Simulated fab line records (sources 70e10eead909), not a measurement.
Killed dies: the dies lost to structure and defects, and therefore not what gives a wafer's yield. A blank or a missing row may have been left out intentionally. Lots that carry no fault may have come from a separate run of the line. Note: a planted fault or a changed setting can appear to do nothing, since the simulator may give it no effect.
The tool behind it: which one? + flow nand_harc + 13 lots with 38 wafers sampled at 4 steps, on a route of 1159 steps

## WHAT EACH GAUGE READ, for each wafer
The record lacks any reading of a measuring or inspecting step that a usual standard deviation could be used to judge.

## WHAT TOOL EACH LOT RAN ON (gives the tool, then ch and the chambers of the sampled wafers, and finally the start)
| lot  | NHARC_A_CONTACT_ETCH_97                       | NHARC_A_CONTACT_ETCH_106           | NHARC_A_CONTACT_DEP_85          | NHARC_A_CONTACT_SOFTBAKE_03       |
|------|-----------------------------------------------|------------------------------------|---------------------------------|-----------------------------------|
| L512 | rie_diel-12 ch 0,1,3, day 17 06:23 or earlier | rie_diel-01 ch 0,1,2, day 17 06:23 | pecvd-01 ch 0,2, day 17 08:17   | litho_track-04 ch 0, day 17 08:00 |
| L515 | rie_diel-12 ch 0,1,2, day 17 07:17 or earlier | rie_diel-02 ch 1,2, day 17 07:17   | pecvd-01 ch 0,1, day 17 12:17   | litho_track-06 ch 0, day 17 12:00 |
| L513 | rie_diel-02 ch 2,3, day 17 11:23 or earlier   | rie_diel-02 ch 1,2,3, day 17 11:23 | pecvd-04 ch 0,1,2, day 17 13:28 | litho_track-04 ch 0, day 17 13:00 |
| L514 | rie_diel-12 ch 1,2, day 17 17:54 or earlier   | rie_diel-12 ch 1,2,3, day 17 17:54 | pecvd-02 ch 1,2, day 17 19:53   | litho_track-06 ch 0, day 17 20:00 |
| L516 | rie_diel-12 ch 0,2,3, day 17 20:11 or earlier | rie_diel-12 ch 1,2,3, day 17 20:11 | pecvd-02 ch 0,2, day 17 23:06   | litho_track-04 ch 0, day 17 23:00 |
| L524 | rie_diel-12 ch 0,3, day 19 18:52 or earlier   | rie_diel-12 ch 0,2,3, day 19 18:52 | pecvd-01 ch 0,1, day 19 23:11   | litho_track-04 ch 0, day 19 23:00 |
| L523 | rie_diel-02 ch 1,2, day 19 18:49              | rie_diel-02 ch 2, day 19 19:40     | pecvd-02 ch 1,2, day 20 00:50   | litho_track-04 ch 0, day 20 01:00 |
| L525 | rie_diel-01 ch 0,2,3, day 20 04:34 or earlier | rie_diel-12 ch 0,1,3, day 20 04:34 | pecvd-02 ch 0,1, day 20 06:40   | litho_track-01 ch 0, day 20 06:00 |
| L528 | rie_diel-12 ch 0,2,3, day 21 04:29 or earlier | rie_diel-12 ch 1,2,3, day 21 04:29 | pecvd-02 ch 0,1,2, day 21 09:57 | litho_track-01 ch 0, day 21 10:00 |
| L533 | rie_diel-02 ch 0,1,2, day 21 08:16 or earlier | rie_diel-02 ch 0,1,2, day 21 08:16 | pecvd-01 ch 0,1, day 21 11:25   | litho_track-01 ch 0, day 21 11:00 |
| L530 | rie_diel-12 ch 0,2,3, day 21 10:05 or earlier | rie_diel-12 ch 0,3, day 21 10:05   | pecvd-04 ch 0,1,2, day 21 14:36 | litho_track-06 ch 0, day 21 14:00 |
| L529 | rie_diel-02 ch 1,2, day 21 16:05 or earlier   | rie_diel-02 ch 2,3, day 21 16:05   | pecvd-01 ch 1,2, day 21 19:40   | litho_track-01 ch 0, day 21 19:00 |
| L535 | rie_diel-02 ch 1,2,3, day 23 07:34 or earlier | rie_diel-01 ch 1,3, day 23 07:34   | pecvd-02 ch 0,1, day 23 11:37   | litho_track-01 ch 0, day 23 11:00 |
- NHARC_A_CONTACT_ETCH_97: etches the open film in C4F6/O2, target depth 20 nm, time 10 s.
- NHARC_A_CONTACT_ETCH_106: etches the open film in CF4/O2, target depth 60 nm, overetch 6 nm, time 33 s.
- NHARC_A_CONTACT_DEP_85: deposits SiON, target thk 50 nm.
- NHARC_A_CONTACT_SOFTBAKE_03: time 55 s.

## AS READ BY THE TOOLS THEMSELVES (means over the sampled wafers that have a number; for cases with no such wafer, the mark the record gives instead)
NHARC_A_CONTACT_ETCH_97. Usual: c4f6_flow_sccm 24.99 sccm, standard deviation 0.076; drypump_motor_current_A 5.94 A, standard deviation 0.23; oes_product_au 0.966 a.u., standard deviation 0.027; rf_vpp_V 546 V, standard deviation 3.4; showerhead_plenum_p_Torr 3.88 Torr, standard deviation 0.16; throttle_valve_pct 26.903 %, standard deviation 0.0085.
| lot  | tool        | c4f6_flow_sccm (sccm) | drypump_motor_current_A (A) | oes_product_au (a.u.) | rf_vpp_V (V) | showerhead_plenum_p_Torr (Torr) | throttle_valve_pct (%) | flag |
|------|-------------|-----------------------|-----------------------------|-----------------------|--------------|---------------------------------|------------------------|------|
| L512 | rie_diel-12 | 24.95                 | 6.06                        | 0.996                 | 547          | 3.89                            | 26.907                 |      |
| L515 | rie_diel-12 | 25.03                 | 5.85                        | 0.991                 | 544          | 3.82                            | 26.904                 |      |
| L513 | rie_diel-02 | 25.08                 | 6.02                        | 0.998                 | 544          | 3.79                            | 26.895                 |      |
| L514 | rie_diel-12 | 24.95                 | 5.63                        | 0.937                 | 545          | 3.81                            | 26.902                 |      |
| L516 | rie_diel-12 | 24.97                 | 5.97                        | 0.947                 | 548          | 3.95                            | 26.904                 |      |
| L524 | rie_diel-12 | 24.95                 | 6.20                        | 1.005                 | 549          | 4.01                            | 26.903                 |      |
| L523 | rie_diel-02 | 24.99                 | 6.10                        | 1.003                 | 548          | 3.96                            | 26.898                 |      |
| L525 | rie_diel-01 | 24.97                 | 5.67                        | 0.960                 | 545          | 3.82                            | 26.909                 |      |
| L528 | rie_diel-12 | 25.02                 | 5.98                        | 0.946                 | 547          | 3.93                            | 26.904                 |      |
| L533 | rie_diel-02 | 25.03                 | 6.11                        | 0.949                 | 546          | 3.92                            | 26.905                 |      |
| L530 | rie_diel-12 | 24.98                 | 5.97                        | 0.939                 | 548          | 3.93                            | 26.898                 |      |
| L529 | rie_diel-02 | 25.02                 | 6.13                        | 1.003                 | 546          | 3.90                            | 26.895                 |      |
| L535 | rie_diel-02 | 24.96                 | 6.09                        | 0.944                 | 546          | 3.89                            | 26.903                 |      |

NHARC_A_CONTACT_ETCH_106. Usual: drypump_motor_current_A 5.97 A, standard deviation 0.22; oes_ar_750_au 1.000 a.u., standard deviation 0.0044; oes_product_au 1.000 a.u., standard deviation 0.0079; rf_vpp_V 197.6 V, standard deviation 1.4; showerhead_plenum_p_Torr 1.33 Torr, standard deviation 0.058; throttle_valve_pct 13.399 %, standard deviation 0.0098.
| lot  | tool        | drypump_motor_current_A (A) | oes_ar_750_au (a.u.) | oes_product_au (a.u.) | rf_vpp_V (V) | showerhead_plenum_p_Torr (Torr) | throttle_valve_pct (%) | flag |
|------|-------------|-----------------------------|----------------------|-----------------------|--------------|---------------------------------|------------------------|------|
| L512 | rie_diel-01 | 5.84                        | 1.001                | 0.998                 | 197.2        | 1.29                            | 13.397                 |      |
| L515 | rie_diel-02 | 6.09                        | 1.000                | 1.011                 | 198.7        | 1.33                            | 13.405                 |      |
| L513 | rie_diel-02 | 6.09                        | 1.000                | 1.008                 | 197.0        | 1.33                            | 13.391                 |      |
| L514 | rie_diel-12 | 5.84                        | 1.001                | 1.004                 | 197.8        | 1.32                            | 13.394                 |      |
| L516 | rie_diel-12 | 5.86                        | 1.001                | 0.999                 | 196.7        | 1.32                            | 13.404                 |      |
| L524 | rie_diel-12 | 5.96                        | 0.999                | 1.004                 | 198.0        | 1.34                            | 13.393                 |      |
| L523 | rie_diel-02 | 6.04                        | 1.002                | 1.006                 | 196.6        | 1.29                            | 13.397                 |      |
| L525 | rie_diel-12 | 6.02                        | 0.998                | 1.000                 | 197.2        | 1.32                            | 13.401                 |      |
| L528 | rie_diel-12 | 5.85                        | 0.996                | 0.989                 | 196.8        | 1.31                            | 13.406                 |      |
| L533 | rie_diel-02 | 6.09                        | 0.995                | 1.005                 | 198.4        | 1.33                            | 13.394                 |      |
| L530 | rie_diel-12 | 6.15                        | 1.003                | 0.997                 | 198.1        | 1.34                            | 13.397                 |      |
| L529 | rie_diel-02 | 6.02                        | 0.999                | 0.993                 | 196.6        | 1.28                            | 13.403                 |      |
| L535 | rie_diel-01 | 5.76                        | 1.001                | 0.999                 | 199.3        | 1.40                            | 13.399                 |      |

NHARC_A_CONTACT_DEP_85. Usual: 728 W for heater_power_w, sd 86.
| lot  | tool     | heater_power_w (W) | flag |
|------|----------|--------------------|------|
| L512 | pecvd-01 | 660                |      |
| L515 | pecvd-01 | 710                |      |
| L513 | pecvd-04 | 803                |      |
| L514 | pecvd-02 | 780                |      |
| L516 | pecvd-02 | 727                |      |
| L524 | pecvd-01 | 646                |      |
| L523 | pecvd-02 | 706                |      |
| L525 | pecvd-02 | 707                |      |
| L528 | pecvd-02 | 699                |      |
| L533 | pecvd-01 | 737                |      |
| L530 | pecvd-04 | 769                |      |
| L529 | pecvd-01 | 672                |      |
| L535 | pecvd-02 | 678                |      |

NHARC_A_CONTACT_SOFTBAKE_03. Usual: 188.46 W for heater_power_total_W, sd 0.14.
| lot  | tool           | heater_power_total_W (W) | flag |
|------|----------------|--------------------------|------|
| L512 | litho_track-04 | 188.55                   |      |
| L515 | litho_track-06 | 188.37                   |      |
| L513 | litho_track-04 | 188.60                   |      |
| L514 | litho_track-06 | 188.51                   |      |
| L516 | litho_track-04 | 188.34                   |      |
| L524 | litho_track-04 | 199.90                   | OFF  |
| L523 | litho_track-04 | 205.49                   | OFF  |
| L525 | litho_track-01 | 188.54                   |      |
| L528 | litho_track-01 | 188.45                   |      |
| L533 | litho_track-01 | 188.48                   |      |
| L530 | litho_track-06 | 188.49                   |      |
| L529 | litho_track-01 | 188.51                   |      |
| L535 | litho_track-01 | 188.45                   |      |

## THE ANSWER, worked out from the rows above alone
Rule: lot off if the mean of its wafers having a number is beyond 3 standard deviations from the usual mean. Also off: a lot with no number at a reading for which 4 or more lots have one. All remaining lots with rows at the step are treated as sound. After the gauges, taken in route order, come the tools' own readings; for these a lot's mean is taken, as printed above. At the first step where some lot is off, the reading lying furthest off is the one used; lots without a number count as furthest.
Off at NHARC_A_CONTACT_SOFTBAKE_03 (heater_power_total_W): L524, L523.
A tool fits if, at that step or a process step before it, it ran every lot that is off, and no sound lot after the first of them. Because NHARC_A_CONTACT_ETCH_97 lacks a start for some lots, the hours and order of its lots are taken from NHARC_A_CONTACT_ETCH_106. One fits: NHARC_A_CONTACT_SOFTBAKE_03 on litho_track-04. Its last sound lot is L516 (day 17 23:00), its first lot that is off L524 (day 19 23:00): a fault that began between those two fits.
The tool's own readings at NHARC_A_CONTACT_SOFTBAKE_03 bear it out: on the lots that are off they differ by more than 5 times the standard deviation of the sound lots' means. heater_power_total_W reads 202.69 W there against 188.48 W on the sound lots.

## WHAT THE SIMULATOR PUT IN
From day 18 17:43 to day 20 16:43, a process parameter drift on litho_track-04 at NHARC_A_CONTACT_SOFTBAKE_03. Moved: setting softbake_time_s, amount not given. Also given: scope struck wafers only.
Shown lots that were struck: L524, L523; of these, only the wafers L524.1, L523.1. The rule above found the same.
